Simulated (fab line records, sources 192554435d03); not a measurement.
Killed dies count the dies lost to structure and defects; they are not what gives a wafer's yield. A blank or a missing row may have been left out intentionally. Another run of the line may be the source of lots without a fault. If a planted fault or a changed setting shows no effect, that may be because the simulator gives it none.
fab line records	flow n5Finfet
record lots=7	wafers=21
route steps=1938 shown WELL_APT@39 FIN_SAQP@100 FIN_CUT@160 DUMMY_GATE@234 SD_EPI_N@268 HKMG_FIN@386
startH: the number of hours between the record's first day and the start of the first shown wafer of the lot	waitH: hours elapsed since this lot's preceding step	" repeats the value in the row above	L1.1+2: a row that stands for several wafers	- no value present, or no start provided	* or withheld: withheld	< > ~ a bound
route shown NAME@n: NAME is a module with steps in the file, n the number in the route of the first one	usual: mean and standard deviation over wafers with no fault	same: alike in all rows	chamber/n: place in a boat	sites: per-site readings	_std_site: the standard deviation of these	_edge_site: mean of outer sites minus mean of inner sites	radiusMm: for every site, how far away it sits from the centre of the wafer	mask NAME#n: copy n	behind: tool/chamber where the wafer was last shaped	hold: why the lot went on hold/how many hours it stayed there/how the hold came to an end	device: names the non-switching transistor (n, p or np)	end of line: the tests these same wafers got at the end of their route	where a step has no rows: the recipe by itself	killed: count of dies lost to structure and defects at first sort (not the wafer's yield)	map: a wafer's dies, marking killed ones x, the rest . and places with no die _
set.NAME: the setting the step ran with; set.NAME@STEP: the setting that earlier step ran with	model.NAME: the simulator's own value behind a step, which no gauge read
lots where settings were altered on purpose, with a table for each step and a row for each wafer
## steps
# step N5_WELL_APT_EXPOSE_22
# recipe maskId=PWELL	na=0.8	sourceShape=conventional	sigmaOuter=0.8	polarization=unpolarized	defocusNm=0	targetCdNm=200	doseMj=23.2
lot.wafer	tool	chamber	startH	waitH	mask	set.doseMj
L076.1	krfScanner-02	0	27.19	-	PWELL#0	23.2
L076.3+5	"	0	"	"	PWELL#0	21.75
L080.1+2+3	krfScanner-01	0	50.77	-	PWELL#0	23.2
L081.2+3+5	krfScanner-01	0	56.86	-	PWELL#0	23.2
L088.3+5	krfScanner-02	0	98.66	-	PWELL#0	23.2
L088.4	"	0	"	"	PWELL#0	24.31
L089.1+4	krfScanner-01	0	104.69	-	PWELL#0	23.2
L089.2	"	0	"	"	PWELL#0	24.08
L095.2+4+5	krfScanner-01	0	144.88	-	PWELL#0	23.2
L097.1+2+4	krfScanner-01	0	153.98	-	PWELL#0	21.83
# step N5_WELL_APT_PEB_23
# recipe pebTempC=130	pebTimeS=90
lot.wafer	tool	chamber	startH	waitH	set.pebTempC
L076.1+3+5	lithoTrack-05	0	27.25	0.1	130
L080.1+2+3	lithoTrack-02	0	50.83	0.1	130
L081.2+3+5	lithoTrack-01	0	56.91	0.0	130
L088.3+5	lithoTrack-01	0	98.71	0.0	130
L088.4	"	0	"	"	133.7
L089.1+2	lithoTrack-02	0	104.74	0.1	130
L089.4	"	0	"	"	128.3
L095.2+4+5	lithoTrack-02	0	144.93	0.0	130
L097.1	lithoTrack-02	0	154.04	0.1	128.3
L097.2+4	"	0	"	"	130
# step N5_WELL_APT_DEVELOP_24
# recipe developTimeS=45	rinseLiquid=surfactantRinse	dry=airSpin	devTempC=21
# step N5_WELL_APT_HARDBAKE_29
# recipe tempC=130	timeS=120
# step N5_WELL_APT_CD_MEAS_25
# recipe targetCdNm=200	landingEnergyEv=500	detector=seInlens
# usual cdNm=200.0/2
lot.wafer	tool	chamber	startH	waitH	set.doseMj@WELL_APT_EXPOSE_22	set.pebTempC@WELL_APT_PEB_23	cdNm
L076.1	cdSem-01	0	27.36	-	23.2	130	198.3
L076.3	"	0	"	"	21.75	130	186.0
L076.5	"	0	"	"	21.75	130	185.2
L080.1	cdSem-03	0	50.95	-	23.2	130	199.6
L080.2	"	0	"	"	23.2	130	201.5
L080.3	"	0	"	"	23.2	130	199.7
L081.2	cdSem-02	0	57.03	-	23.2	130	198.3
L081.3	"	0	"	"	23.2	130	194.9
L081.5	"	0	"	"	23.2	130	196.0
L088.3	cdSem-01	0	98.83	-	23.2	130	199.3
L088.4	"	0	"	"	24.31	133.7	227.7
L088.5	"	0	"	"	23.2	130	196.0
L089.1	cdSem-03	0	104.86	-	23.2	130	199.2
L089.2	"	0	"	"	24.08	130	206.4
L089.4	"	0	"	"	23.2	128.3	188.9
L095.2	cdSem-01	0	145.05	-	23.2	130	198.5
L095.4	"	0	"	"	23.2	130	201.6
L095.5	"	0	"	"	23.2	130	199.4
L097.1	cdSem-01	0	154.16	-	21.83	128.3	177.9
L097.2	"	0	"	"	21.83	130	187.9
L097.4	"	0	"	"	21.83	130	187.3
# step N5_WELL_APT_DESCUM_30
# recipe chemistry=O2	timeS=7.9	sourcePowerW=50	biasPowerW=20	pressureMtorr=20	rfFrequencyHz=2.712e+07	tempC=40	o2FlowSccm=225
lot.wafer	tool	chamber	startH	waitH	set.doseMj@WELL_APT_EXPOSE_22	set.pebTempC@WELL_APT_PEB_23	model.WELL_APT.cdNm
L076.1	rieDiel-01	0	27.45	0.0	23.2	130	198.2
L076.3	"	1	"	"	21.75	130	185.8
L076.5	"	3	"	"	21.75	130	185.2
L080.1	rieDiel-01	0	51.04	0.0	23.2	130	199.6
L080.2	"	1	"	"	23.2	130	201
L080.3	"	3	"	"	23.2	130	199.2
L081.2	rieDiel-03	3	57.38	0.3	23.2	130	198.3
L081.3	"	2	"	"	23.2	130	194.9
L081.5	"	2	"	"	23.2	130	196.2
L088.3	rieDiel-03	0	98.91	0.0	23.2	130	199.2
L088.4	"	1	"	"	24.31	133.7	227.6
L088.5	"	0	"	"	23.2	130	196.4
L089.1	rieDiel-05	1	105.15	0.2	23.2	130	199
L089.2	"	3	"	"	24.08	130	206.5
L089.4	"	2	"	"	23.2	128.3	189
L095.2	rieDiel-01	1	145.22	0.1	23.2	130	198.2
L095.4	"	0	"	"	23.2	130	201.6
L095.5	"	1	"	"	23.2	130	199.3
L097.1	rieDiel-03	1	155.83	1.6	21.83	128.3	177.8
L097.2	"	0	"	"	21.83	130	188
L097.4	"	2	"	"	21.83	130	187
# step N5_FIN_SAQP_PECVD_06
# recipe material=a-Si	targetThkA=600	tempC=400	precursor=SiH4/He	pressureTorr=3	rfW=100	timeS=48.1
lot.wafer	tool	chamber	startH	waitH	set.timeS	model.a-Si_of_FIN_SAQP_PECVD_06.thkNm
L076.1	pecvd-03	1	33.13	0.0	53.08	65.56
L076.3	"	0	"	"	48.1	59.83
L076.5	"	1	"	"	53.08	66.25
L080.1	pecvd-01	0	56.81	0.0	48.1	59.11
L080.2	"	2	"	"	48.1	58.99
L080.3	"	1	"	"	48.1	59.88
L081.2	pecvd-03	1	63.06	0.0	45.26	55.43
L081.3	"	2	"	"	48.1	60.36
L081.5	"	0	"	"	45.26	56.73
L088.3	pecvd-04	1	104.96	0.0	48.1	59.55
L088.4	"	1	"	"	48.1	60.7
L088.5	"	2	"	"	53.03	66.87
L089.1	pecvd-03	0	110.89	0.0	54.37	67.8
L089.2	"	1	"	"	54.37	67.14
L089.4	"	2	"	"	48.1	61.4
L095.2	pecvd-04	2	153.43	0.0	48.1	59.88
L095.4	"	0	"	"	45.34	56.28
L095.5	"	2	"	"	48.1	60.57
L097.1	pecvd-03	1	162.21	0.0	48.1	58.4
L097.2	"	0	"	"	53.81	66.26
L097.4	"	1	"	"	48.1	59.68
# step N5_FIN_SAQP_THK_MEAS_07
# usual thkNm=60.0/0.82
lot.wafer	tool	chamber	startH	waitH	set.timeS@FIN_SAQP_PECVD_06	thkNm
L076.1	filmMetro-01	-	33.22	0.1	53.08	65.6
L076.3	"	-	"	"	48.1	59.9
L076.5	"	-	"	"	53.08	66.3
L080.1	filmMetro-02	-	56.90	0.1	48.1	59.1
L080.2	"	-	"	"	48.1	59.0
L080.3	"	-	"	"	48.1	59.9
L081.2	filmMetro-01	-	63.15	0.1	45.26	55.4
L081.3	"	-	"	"	48.1	60.3
L081.5	"	-	"	"	45.26	56.8
L088.3	filmMetro-01	-	105.05	0.1	48.1	59.5
L088.4	"	-	"	"	48.1	60.7
L088.5	"	-	"	"	53.03	66.9
L089.1	filmMetro-02	-	110.98	0.1	54.37	67.8
L089.2	"	-	"	"	54.37	67.1
L089.4	"	-	"	"	48.1	61.4
L095.2	filmMetro-01	-	153.52	0.1	48.1	59.9
L095.4	"	-	"	"	45.34	56.2
L095.5	"	-	"	"	48.1	60.6
L097.1	filmMetro-01	-	162.30	0.1	48.1	58.4
L097.2	"	-	"	"	53.81	66.3
L097.4	"	-	"	"	48.1	59.7
# step N5_FIN_SAQP_PEB_14
# recipe pebTempC=withheld	pebTimeS=60	resist=CAR-ArF
lot.wafer	tool	chamber	startH	waitH	set.pebTimeS
L076.1+3+5	lithoTrack-01	0	33.54	0.1	60
L080.1+2+3	lithoTrack-05	0	57.31	0.1	60
L081.2+3+5	lithoTrack-01	0	63.57	0.0	60
L088.3+4+5	lithoTrack-03	0	105.49	0.0	60
L089.1+2+4	lithoTrack-01	0	111.40	0.1	60
L095.2+4+5	lithoTrack-03	0	153.94	0.0	60
L097.1+2+4	lithoTrack-03	0	162.72	0.1	60
# step N5_FIN_SAQP_DEVELOP_15
# recipe developTimeS=30	developer=TMAH	resist=CAR-ArF	devTempC=23	rinseLiquid=diw	dry=airSpin
# step N5_FIN_SAQP_HM_OPEN_73
# recipe chemistry=CHF3/O2	target=SiO2	stopOn=a-Si	targetDepthA=120	overEtchFrac=1.8	maskMaterial=SOC	timeS=16.8	pressureMtorr=30	sourceW=650	biasW=170	Ar_flow_sccm=200	CHF3_flow_sccm=50	O2_flow_sccm=5	ionEnergyEv=200	ends=endPoint
# step N5_FIN_SAQP_STRIP_74
# recipe chemistry=CHF3/O2	resist=SiARC	rfFrequencyHz=6e+07
# step N5_FIN_SAQP_MANDREL_ETCH_22
# recipe targetDepthA=600	chemistry=HBr/Cl2	target=a-Si	stopOn=SiNx	btTimeS=10	overEtchFrac=0.5	timeS=30	pressureMtorr=10	icpW=800	biasW=75	HBr_flow_sccm=150	Cl2_flow_sccm=80	ends=endPoint
# usual oesProductAu=0.768/0.015
lot.wafer	tool	chamber	startH	waitH	set.timeS@FIN_SAQP_PECVD_06	oesProductAu	model.etch.depthNm
L076.1	rieSi-05	1	33.98	0.0	53.08	0.796	65.56
L076.3	"	3	"	"	48.1	0.741	59.83
L076.5	"	0	"	"	53.08	0.828	66.25
L080.1	rieSi-01	0	57.87	0.0	48.1	0.755	59.11
L080.2	"	1	"	"	48.1	0.777	58.99
L080.3	"	3	"	"	48.1	0.765	59.88
L081.2	rieSi-01	0	64.01	0.0	45.26	0.742	55.43
L081.3	"	3	"	"	48.1	0.770	60.36
L081.5	"	1	"	"	45.26	0.761	56.73
L088.3	rieSi-05	3	105.96	0.0	48.1	0.755	59.55
L088.4	"	2	"	"	48.1	0.793	60.68
L088.5	"	0	"	"	53.03	0.820	66.87
L089.1	rieSi-05	2	111.95	0.0	54.37	0.849	67.8
L089.2	"	3	"	"	54.37	0.806	67.14
L089.4	"	1	"	"	48.1	0.754	61.39
L095.2	rieSi-06	0	155.87	0.0	48.1	0.745	59.88
L095.4	"	3	"	"	45.34	0.755	56.21
L095.5	"	2	"	"	48.1	0.775	60.57
L097.1	rieSi-01	2	163.46	0.0	48.1	0.755	58.4
L097.2	"	1	"	"	53.81	0.839	66.26
L097.4	"	0	"	"	48.1	0.774	59.6
# step N5_FIN_CUT_EXPOSE_05
# recipe maskId=FIN_CUT	na=0.33	sourceShape=annular	sigmaInner=0.35	sigmaOuter=0.8	polarization=unpolarized	doseMj=45.75
lot.wafer	tool	chamber	startH	waitH	mask	set.doseMj
L076.1+3+5	euvScanner-02	0	39.61	-	FIN_CUT#0	49.18
L080.1+2+3	euvScanner-02	0	61.92	-	FIN_CUT#0	45.75
L081.2+5	euvScanner-01	0	68.31	-	FIN_CUT#0	43.9
L081.3	"	0	"	"	FIN_CUT#0	45.75
L088.3+4+5	euvScanner-01	0	110.18	-	FIN_CUT#0	45.75
L089.1+2+4	euvScanner-01	0	116.35	-	FIN_CUT#0	45.75
L095.2	euvScanner-01	0	160.66	-	FIN_CUT#0	45.75
L095.4+5	"	0	"	"	FIN_CUT#0	48.2
L097.1+2+4	euvScanner-01	0	167.62	-	FIN_CUT#0	45.75
# step N5_FIN_CUT_PEB_06
# recipe pebTempC=100	pebTimeS=60	resist=CAR-EUV
# step N5_FIN_CUT_DEVELOP_07
# recipe developTimeS=30	developer=TMAH	resist=CAR-EUV	rinseLiquid=surfactantRinse	dry=airSpin	devTempC=23
# step N5_FIN_CUT_CD_MEAS_08
# recipe targetCdNm=29.1	landingEnergyEv=500	detector=seInlens	polarity=opening
# usual cdNm=29.09/0.23
lot.wafer	tool	chamber	startH	waitH	set.doseMj@FIN_CUT_EXPOSE_05	cdNm
L076.1	cdSem-03	0	39.75	-	49.18	30.22
L076.3	"	0	"	"	49.18	30.52
L076.5	"	0	"	"	49.18	30.26
L080.1	cdSem-03	0	62.06	-	45.75	29.10
L080.2	"	0	"	"	45.75	28.83
L080.3	"	0	"	"	45.75	28.87
L081.2	cdSem-01	0	68.44	-	43.9	28.33
L081.3	"	0	"	"	45.75	28.92
L081.5	"	0	"	"	43.9	28.17
L088.3	cdSem-01	0	110.30	-	45.75	29.34
L088.4	"	0	"	"	45.75	29.25
L088.5	"	0	"	"	45.75	29.06
L089.1	cdSem-01	0	116.48	-	45.75	29.55
L089.2	"	0	"	"	45.75	29.00
L089.4	"	0	"	"	45.75	29.06
L095.2	cdSem-03	0	160.79	-	45.75	29.09
L095.4	"	0	"	"	48.2	30.29
L095.5	"	0	"	"	48.2	29.99
L097.1	cdSem-01	0	167.76	-	45.75	29.29
L097.2	"	0	"	"	45.75	29.21
L097.4	"	0	"	"	45.75	29.22
# step N5_FIN_CUT_DESCUM_13
# recipe chemistry=O2	timeS=7	sourcePowerW=50	biasPowerW=20	pressureMtorr=20	rfFrequencyHz=2.712e+07	tempC=40	resist=CAR-EUV	o2FlowSccm=225
# step N5_FIN_CUT_ETCH_30
# recipe chemistry=N2/H2	target=underlayer	targetDepthA=130	maskMaterial=CAR-EUV	timeS=10.4	ionEnergyEv=200	pressureMtorr=30	sourceW=840	biasW=150	n2FlowSccm=200	h2FlowSccm=200	ends=cleared
# step N5_FIN_CUT_ETCH_20
# recipe chemistry=CF4	target=SiARC	targetDepthA=260	maskMaterial=CAR-EUV	timeS=43.3	ionEnergyEv=80	pressureMtorr=40	sourceW=545	biasW=36	Ar_flow_sccm=100	cf4FlowSccm=100	ends=cleared
lot.wafer	tool	chamber	startH	waitH	set.doseMj@FIN_CUT_EXPOSE_05	model.FIN_CUT.cdOffsetNm
L076.1+5	rieDiel-02	0	40.18	0.0	49.18	1.4
L076.3	"	3	"	"	49.18	1.2
L080.1+3	rieDiel-06	1,0	62.24	0.0	45.75	0.2
L080.2	"	2	"	"	45.75	0
L081.2+5	rieDiel-02	3,1	68.63	0.0	43.9	-0.6
L081.3	"	1	"	"	45.75	0
L088.3+5	rieDiel-06	0,1	110.47	0.0	45.75	0
L088.4	"	3	"	"	45.75	-0.4
L089.1+2	rieDiel-04	1,2	116.66	0.0	45.75	0
L089.4	"	3	"	"	45.75	0.2
L095.2	rieDiel-04	1	160.96	0.0	45.75	0
L095.4+5	"	3	"	"	48.2	1
L097.1	rieDiel-02	0	167.94	0.0	45.75	0.2
L097.2	"	2	"	"	45.75	0
L097.4	"	1	"	"	45.75	0.4
# step N5_DUMMY_GATE_DESCUM_20
# recipe chemistry=O2	timeS=6.2	sourcePowerW=50	biasPowerW=20	pressureMtorr=20	rfFrequencyHz=2.712e+07	tempC=40	resist=CAR-EUV	o2FlowSccm=225
lot.wafer	tool	chamber	startH	waitH	set.timeS	model.CAR-EUV_of_DUMMY_GATE_COAT_09.thkNm
L076.1+3	rieDiel-04	3,0	63.61	0.0	6.783	26.2
L076.5	"	2	"	"	6.2	26.4
L080.1+2+3	rieDiel-04	0,3,2	85.23	0.0	6.2	26.6
L081.2+3	rieDiel-04	2,0	90.90	0.0	6.2	26.4
L081.5	"	1	"	"	7.449	25.8
L088.3+4	rieDiel-06	1,3	129.36	0.0	6.2	26.4
L088.5	"	2	"	"	6.615	26.2
L089.1	rieDiel-02	3	134.91	0.0	6.2	26.4
L089.2	"	1	"	"	5.399	26.8
L089.4	"	0	"	"	5.399	27
L095.2+5	rieDiel-02	0,3	180.81	0.1	6.2	26.4
L095.4	"	3	"	"	6.2	26.2
L097.1+4	rieDiel-06	1,3	188.58	0.0	4.856	27
L097.2	"	2	"	"	6.2	26.4
# step N5_SD_EPI_N_PEB_07
# recipe pebTempC=110	pebTimeS=60	resist=CAR-ArF-block
lot.wafer	tool	chamber	startH	waitH	set.pebTempC
L076.1+5	lithoTrack-05	0	65.73	0.1	110
L076.3	"	0	"	"	107.7
L080.1+2+3	lithoTrack-01	0	87.48	0.1	110
L081.2+3	lithoTrack-01	0	93.14	0.0	110
L081.5	"	0	"	"	106.9
L088.3+5	lithoTrack-02	0	131.89	0.0	106.3
L088.4	"	0	"	"	110
L089.1+2+4	lithoTrack-01	0	136.87	0.1	110
L095.2+4	lithoTrack-02	0	182.90	0.0	110
L095.5	"	0	"	"	107.6
L097.1	lithoTrack-02	0	190.75	0.1	110
L097.2+4	"	0	"	"	109
# step N5_SD_EPI_N_DEVELOP_08
# recipe developTimeS=30	developer=TMAH	resist=CAR-ArF-block	devTempC=23	rinseLiquid=diw	dry=airSpin
lot.wafer	tool	chamber	startH	waitH	set.developTimeS
L076.1	lithoTrack-05	0	-	-	30
L076.3+5	"	0	"	"	26.07
L080.1+2+3	lithoTrack-01	0	-	-	30
L081.2	lithoTrack-01	0	-	-	34.07
L081.3+5	"	0	"	"	30
L088.3	lithoTrack-02	0	-	-	30
L088.4+5	"	0	"	"	34.07
L089.1+2	lithoTrack-01	0	-	-	30
L089.4	"	0	"	"	33.9
L095.2	lithoTrack-02	0	-	-	32.17
L095.4+5	"	0	"	"	30
L097.1+2	lithoTrack-02	0	-	-	23.44
L097.4	"	0	"	"	30
# step N5_SD_EPI_N_CD_MEAS_09
# recipe targetCdNm=120	landingEnergyEv=500	detector=seInlens
# usual cdNm=119.7/0.72
lot.wafer	tool	chamber	startH	waitH	set.pebTempC@SD_EPI_N_PEB_07	cdNm
L076.1	cdSem-02	0	65.80	-	110	119.7
L076.3	"	0	"	"	107.7	112.2
L076.5	"	0	"	"	110	117.9
L080.1	cdSem-02	0	87.55	-	110	118.5
L080.2	"	0	"	"	110	119.5
L080.3	"	0	"	"	110	119.1
L081.2	cdSem-01	0	93.21	-	110	120.7
L081.3	"	0	"	"	110	119.8
L081.5	"	0	"	"	106.9	112.0
L088.3	cdSem-02	0	131.96	-	106.3	109.7
L088.4	"	0	"	"	110	121.1
L088.5	"	0	"	"	106.3	111.7
L089.1	cdSem-02	0	136.94	-	110	119.5
L089.2	"	0	"	"	110	119.7
L089.4	"	0	"	"	110	120.5
L095.2	cdSem-01	0	182.97	-	110	119.9
L095.4	"	0	"	"	110	120.2
L095.5	"	0	"	"	107.6	112.9
L097.1	cdSem-01	0	190.82	-	110	119.8
L097.2	"	0	"	"	109	116.1
L097.4	"	0	"	"	109	116.4
# step N5_SD_EPI_N_DESCUM_14
# recipe chemistry=O2	timeS=7.9	sourcePowerW=50	biasPowerW=20	pressureMtorr=20	rfFrequencyHz=2.712e+07	tempC=40	resist=CAR-ArF-block	o2FlowSccm=225
lot.wafer	tool	chamber	startH	waitH	set.pebTempC@SD_EPI_N_PEB_07	model.SD_EPI_N.cdNm
L076.1	rieDiel-05	3	65.88	0.0	110	119.6
L076.3	"	1	"	"	107.7	112.2
L076.5	"	2	"	"	110	117.8
L080.1	rieDiel-03	2	87.63	0.0	110	118.6
L080.2	"	1	"	"	110	119.4
L080.3	"	0	"	"	110	119.2
L081.2	rieDiel-05	0	93.29	0.0	110	120.8
L081.3	"	3	"	"	110	120
L081.5	"	2	"	"	106.9	112.2
L088.3	rieDiel-03	0	132.21	0.2	106.3	109.4
L088.4	"	0	"	"	110	121.2
L088.5	"	1	"	"	106.3	112
L089.1+2	rieDiel-03	0,1	137.06	0.1	110	119.4
L089.4	"	1	"	"	110	120.6
L095.2	rieDiel-01	1	183.06	0.0	110	119.4
L095.4	"	0	"	"	110	120.2
L095.5	"	3	"	"	107.6	113.2
L097.1	rieDiel-03	0	190.95	0.1	110	120.2
L097.2	"	1	"	"	109	116.2
L097.4	"	1	"	"	109	116.6
# step N5_SD_EPI_N_ETCH_34
# recipe chemistry=CF4	target=SiARC	targetDepthA=455	maskMaterial=CAR-ArF-block	timeS=75.8	ionEnergyEv=80	pressureMtorr=40	sourceW=545	biasW=36	Ar_flow_sccm=100	cf4FlowSccm=100	ends=cleared
# step N5_SD_EPI_N_ETCH_35
# recipe chemistry=N2/H2	target=SOC	overetchA=1080	maskMaterial=SiARC	tempC=40	ionEnergyEv=100	sourceW=3000	biasW=133	pressureMtorr=20	timeS=486	n2FlowSccm=200	h2FlowSccm=200
lot.wafer	tool	chamber	startH	waitH	set.pebTempC@SD_EPI_N_PEB_07	model.SD_EPI_N.cdNm
L076.1	rieDiel-05	3	65.98	0.0	110	118.4
L076.3	"	1	"	"	107.7	111.8
L076.5	"	2	"	"	110	117
L080.1	rieDiel-03	2	87.73	0.0	110	117.8
L080.2	"	1	"	"	110	117.4
L080.3	"	0	"	"	110	119.4
L081.2	rieDiel-05	0	93.38	0.0	110	121.6
L081.3	"	3	"	"	110	121.2
L081.5	"	2	"	"	106.9	112
L088.3	rieDiel-03	0	132.30	0.0	106.3	109.6
L088.4	"	0	"	"	110	122.6
L088.5	"	1	"	"	106.3	109.8
L089.1	rieDiel-03	0	137.15	0.0	110	121
L089.2	"	1	"	"	110	117.4
L089.4	"	1	"	"	110	120
L095.2	rieDiel-01	1	183.15	0.0	110	120.2
L095.4	"	0	"	"	110	121.4
L095.5	"	3	"	"	107.6	114.4
L097.1	rieDiel-03	0	191.04	0.0	110	119.2
L097.2	"	1	"	"	109	114.4
L097.4	"	1	"	"	109	115.4
# step N5_HKMG_FIN_HK_ALD_01
# recipe material=HfO2	targetThkA=16	tempC=withheld	aldPrecursorFamily=HfCl4	aldCoReactant=H2O	pulseTimeS=3	purgeTimeS=3	coReactantPurgeTimeS=2.5	coReactantPulseTimeS=0.3	aldCycles=30
lot.wafer	tool	chamber	startH	waitH	set.aldCycles
L076.1+3+5	aldHk-03	0,3,3	86.90	0.0	30
L080.1+2+3	aldHk-02	1,0,2	109.23	0.0	30
L081.2+3	aldHk-01	1,3	115.11	0.0	27
L081.5	"	0	"	"	30
L088.3	aldHk-01	0	154.45	0.0	26
L088.4+5	"	2,3	"	"	30
L089.1+4	aldHk-01	3,0	160.18	0.0	30
L089.2	"	2	"	"	32
L095.2+4+5	aldHk-01	2,1,0	204.44	0.0	30
L097.1	aldHk-01	1	212.17	0.0	30
L097.2+4	"	0,3	"	"	25
## key
split step=N5_WELL_APT_EXPOSE_22	setting=doseMj	stated=23.2	by=wafer
response step=N5_WELL_APT_CD_MEAS_25	reading=cdNm	slope=+2.01	per=1%	togetherWith=pebTempC@WELL_APT_PEB_23	explained=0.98
response step=N5_WELL_APT_DESCUM_30	reading=model.WELL_APT.cdNm	slope=+2.01	per=1%	togetherWith=pebTempC@WELL_APT_PEB_23	explained=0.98
split step=N5_WELL_APT_PEB_23	setting=pebTempC	stated=130	by=wafer
response step=N5_WELL_APT_CD_MEAS_25	reading=cdNm	change=+10.1	per=1%	r=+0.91
response step=N5_WELL_APT_DESCUM_30	reading=model.WELL_APT.cdNm	change=+10	per=1%	r=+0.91
split step=N5_FIN_SAQP_PECVD_06	setting=timeS	stated=48.1	by=wafer
response step=N5_FIN_SAQP_PECVD_06	reading=model.a-Si_of_FIN_SAQP_PECVD_06.thkNm	change=+0.583	per=1%	r=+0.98
response step=N5_FIN_SAQP_THK_MEAS_07	reading=thkNm	change=*	per=1%	r=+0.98
response step=N5_FIN_SAQP_MANDREL_ETCH_22	reading=oesProductAu	change=+0.00538	per=1%	r=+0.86
response step=N5_FIN_SAQP_MANDREL_ETCH_22	reading=model.etch.depthNm	change=+0.585	per=1%	r=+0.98
split step=N5_FIN_SAQP_PEB_14	setting=pebTimeS	stated=60	by=lot
response none clear
split step=N5_FIN_CUT_EXPOSE_05	setting=doseMj	stated=45.75	by=wafer
response step=N5_FIN_CUT_CD_MEAS_08	reading=cdNm	change=+0.186	per=1%	r=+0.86
response step=N5_FIN_CUT_ETCH_20	reading=model.FIN_CUT.cdOffsetNm	change=+0.173	per=1%	r=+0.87
split step=N5_DUMMY_GATE_DESCUM_20	setting=timeS	stated=6.2	by=wafer
response step=N5_DUMMY_GATE_DESCUM_20	reading=model.CAR-EUV_of_DUMMY_GATE_COAT_09.thkNm	change=-0.0296	per=1%	r=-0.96
split step=N5_SD_EPI_N_PEB_07	setting=pebTempC	stated=110	by=wafer
response step=N5_SD_EPI_N_CD_MEAS_09	reading=cdNm	change=+3.1	per=1%	r=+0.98
response step=N5_SD_EPI_N_DESCUM_14	reading=model.SD_EPI_N.cdNm	change=+3.08	per=1%	r=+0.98
response step=N5_SD_EPI_N_ETCH_35	reading=model.SD_EPI_N.cdNm	change=+3.43	per=1%	r=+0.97
split step=N5_SD_EPI_N_DEVELOP_08	setting=developTimeS	stated=30	by=wafer
response none clear
split step=N5_HKMG_FIN_HK_ALD_01	setting=aldCycles	stated=30	by=wafer
response none in this file
